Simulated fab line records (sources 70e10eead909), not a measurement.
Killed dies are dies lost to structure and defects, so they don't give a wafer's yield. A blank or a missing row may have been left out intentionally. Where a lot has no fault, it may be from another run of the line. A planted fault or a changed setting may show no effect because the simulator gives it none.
Which of the tools did it?    flow nand_harc    14 lots with 42 wafers sampled at 5 steps, on a route of 1159 steps

WHAT THE GAUGES SHOWED, per wafer
NHARC_A_BONDPAD_CD_MEAS_09: the cd target is 500 nm. Usual: cd_nm at 500.5 nm, with a standard deviation of 1.9.
lot   measured      on         cd_nm (nm)         flag
L787  day 18 12:28  cd_sem-03  500.5 498.6 500.1  
L789  day 18 09:03  cd_sem-03  500.6 499.1 502.6  
L788  day 18 09:13  cd_sem-01  502.4 503.0 500.0  
L790  day 19 13:13  cd_sem-03  499.7 502.0 502.1  
L791  day 19 17:32  cd_sem-03  497.1 501.2 498.6  
L792  day 18 23:26  cd_sem-02  498.6 499.2 502.6  
L793  day 19 03:07  cd_sem-03  497.6 497.7 496.8  
L794  day 19 20:02  cd_sem-01  504.1 502.8 503.0  
L799  day 21 12:03  cd_sem-02  505.1 499.4 501.9  
L803  day 22 12:25  cd_sem-03  499.0 498.6 496.6  
L804  day 22 17:05  cd_sem-03  500.8 501.6 499.6  
L805  day 22 20:28  cd_sem-01  501.4 501.0 503.6  
L806  day 22 18:33  cd_sem-01  500.5 499.6 501.8  
L809  day 23 16:16  cd_sem-03  498.4 501.9 500.4  

NHARC_END_SORT_01. Usual: killed_at_array 28, standard deviation 11; killed_at_other 0.5, standard deviation 0.85; killed_at_periphery 2.7, standard deviation 1.9; killed_dies 32, standard deviation 12; killed_open 3.3, standard deviation 1.6; killed_short 2.1, standard deviation 1.5.
lot   measured      on         killed_at_array  killed_at_other  killed_at_periphery  killed_dies  killed_open  killed_short  flag
L799  day 22 21:49  prober-01  116 136 134      0 0 1            4 9 4                120 145 139  2 3 3        2 3 1         OFF
L803  day 23 20:22  prober-02  134 137 133      0 0 0            1 0 2                135 137 135  2 3 2        1 1 0         OFF

TOOL THAT RAN EACH LOT (tool first, then ch and the chambers of the sampled wafers, then the start)
lot   NHARC_A_ONON_D1_DEP_25            NHARC_A_M1_STRIP_18                 NHARC_A_M1_ANNEAL_31
L787  pecvd_onon-03 ch 0, day 8 00:26   rie_diel-07 ch 0,1, day 18 08:16    rtp_anneal-02 ch 0, day 18 09:42
L789  pecvd_onon-03 ch 0, day 8 05:47   rie_diel-10 ch 0,2,3, day 18 04:41  rtp_anneal-02 ch 0, day 18 06:05
L788  pecvd_onon-04 ch 0, day 8 05:58   rie_diel-12 ch 0,3, day 18 04:28    rtp_anneal-01 ch 0, day 18 06:22
L790  pecvd_onon-02 ch 0, day 9 02:50   rie_diel-07 ch 1,2, day 19 08:47    rtp_anneal-02 ch 0, day 19 10:15
L791  pecvd_onon-03 ch 0, day 9 02:56   rie_diel-10 ch 1,2,3, day 19 13:30  rtp_anneal-02 ch 0, day 19 14:56
L792  pecvd_onon-03 ch 0, day 9 07:52   rie_diel-12 ch 0,1,3, day 18 19:08  rtp_anneal-02 ch 0, day 18 20:29
L793  pecvd_onon-04 ch 0, day 9 07:59   rie_diel-12 ch 0,1,2, day 18 23:10  rtp_anneal-02 ch 0, day 19 00:35
L794  pecvd_onon-03 ch 0, day 9 18:41   rie_diel-12 ch 1,2,3, day 19 15:28  rtp_anneal-01 ch 0, day 19 17:20
L799  pecvd_onon-02 ch 0, day 11 19:29  rie_diel-10 ch 1,2, day 21 07:55    rtp_anneal-01 ch 0, day 21 09:18
L803  pecvd_onon-02 ch 0, day 12 02:05  rie_diel-10 ch 0,1,2, day 22 08:11  rtp_anneal-01 ch 0, day 22 09:36
L804  pecvd_onon-04 ch 0, day 12 06:38  rie_diel-12 ch 0,2, day 22 12:54    rtp_anneal-01 ch 0, day 22 14:19
L805  pecvd_onon-04 ch 0, day 12 17:43  rie_diel-12 ch 0,2,3, day 22 16:03  rtp_anneal-02 ch 0, day 22 17:41
L806  pecvd_onon-03 ch 0, day 12 17:50  rie_diel-10 ch 1,2,3, day 22 14:01  rtp_anneal-01 ch 0, day 22 15:29
L809  pecvd_onon-04 ch 0, day 13 14:04  rie_diel-12 ch 0,1,2, day 23 12:02  rtp_anneal-02 ch 0, day 23 13:39
- NHARC_A_ONON_D1_DEP_25: target thk 1000 nm.
- NHARC_A_M1_STRIP_18: strips in N2/H2.
- NHARC_A_M1_ANNEAL_31: time 90 s.

AS READ BY THE TOOLS THEMSELVES (means over the sampled wafers that have a number; for cases with no such wafer, the mark the record gives instead)
NHARC_A_M1_STRIP_18. Usual: drypump_motor_current_A 5.7 A, standard deviation 0.47; h2_flow_sccm 150.0 sccm, standard deviation 0.47; oes_product_au 0.999 a.u., standard deviation 0.008; rf_vpp_V 90.7 V, standard deviation 1; showerhead_plenum_p_Torr 2.06 Torr, standard deviation 0.1; throttle_valve_pct 14.172 %, standard deviation 0.0086.
lot   tool         drypump_motor_current_A (A)  h2_flow_sccm (sccm)  oes_product_au (a.u.)  rf_vpp_V (V)  showerhead_plenum_p_Torr (Torr)  throttle_valve_pct (%)  flag
L787  rie_diel-07  5.2                          150.0                0.993                  90.6          2.07                             14.163                  
L789  rie_diel-10  5.5                          150.5                0.996                  91.0          2.06                             14.176                  
L788  rie_diel-12  6.0                          150.0                0.999                  90.7          2.11                             14.158                  
L790  rie_diel-07  5.5                          150.0                0.996                  91.1          2.08                             14.162                  
L791  rie_diel-10  5.6                          149.9                0.994                  90.2          2.07                             14.169                  
L792  rie_diel-12  5.9                          149.7                0.991                  91.4          2.11                             14.169                  
L793  rie_diel-12  6.2                          149.5                0.996                  91.1          2.19                             14.168                  
L794  rie_diel-12  5.7                          150.0                0.996                  90.7          2.11                             14.171                  
L799  rie_diel-10  5.4                          149.6                1.003                  91.7          2.11                             14.169                  
L803  rie_diel-10  5.4                          150.1                0.990                  90.6          2.02                             14.170                  
L804  rie_diel-12  6.0                          150.0                1.000                  90.8          2.20                             14.178                  
L805  rie_diel-12  5.8                          149.9                0.993                  89.8          2.11                             14.176                  
L806  rie_diel-10  5.6                          150.4                1.005                  90.4          2.07                             14.181                  
L809  rie_diel-12  6.2                          150.0                0.996                  91.8          2.19                             14.172                  

NHARC_A_M1_ANNEAL_31. Usual: wafer_temp_C_max at 225.96, with a standard deviation of 0.26.
lot   tool           wafer_temp_C_max  flag
L787  rtp_anneal-02  226.06            
L789  rtp_anneal-02  226.03            
L788  rtp_anneal-01  225.81            
L790  rtp_anneal-02  225.97            
L791  rtp_anneal-02  226.25            
L792  rtp_anneal-02  226.02            
L793  rtp_anneal-02  226.13            
L794  rtp_anneal-01  225.88            
L799  rtp_anneal-01  226.06            
L803  rtp_anneal-01  225.98            
L804  rtp_anneal-01  226.02            
L805  rtp_anneal-02  225.94            
L806  rtp_anneal-01  225.89            
L809  rtp_anneal-02  226.20            

THE ANSWER, worked out from the rows above alone
Rule: lot off if the mean of its wafers having a number is beyond 3 standard deviations from the usual mean. A lot without any number at a reading at which 4 lots or more have one is off too. Any other lot the step has rows for is counted as sound. After the gauges, taken in route order, come the tools' own readings; for these a lot's mean is taken, as printed above. At the first step where some lot is off, the reading lying furthest off is the one used; lots without a number count as furthest.
Off, at NHARC_END_SORT_01 on killed_at_array: L799, L803. Neither off nor sound, because the step has no rows for them: L787, L789, L788, L790, L791, L792, L793, L794, L804, L805, L806, L809.
A tool fits if, at a process step before that reading, it ran every lot that is off, and no sound lot after the first of them. Those tools and the gauges at NHARC_END_SORT_01 are tried in the same way. Can't be told from this: 3 tools fit, pecvd_onon-02 at NHARC_A_ONON_D1_DEP_25, rie_diel-10 at NHARC_A_M1_STRIP_18, rtp_anneal-01 at NHARC_A_M1_ANNEAL_31.

WHAT HAD BEEN PUT IN BY THE SIMULATOR
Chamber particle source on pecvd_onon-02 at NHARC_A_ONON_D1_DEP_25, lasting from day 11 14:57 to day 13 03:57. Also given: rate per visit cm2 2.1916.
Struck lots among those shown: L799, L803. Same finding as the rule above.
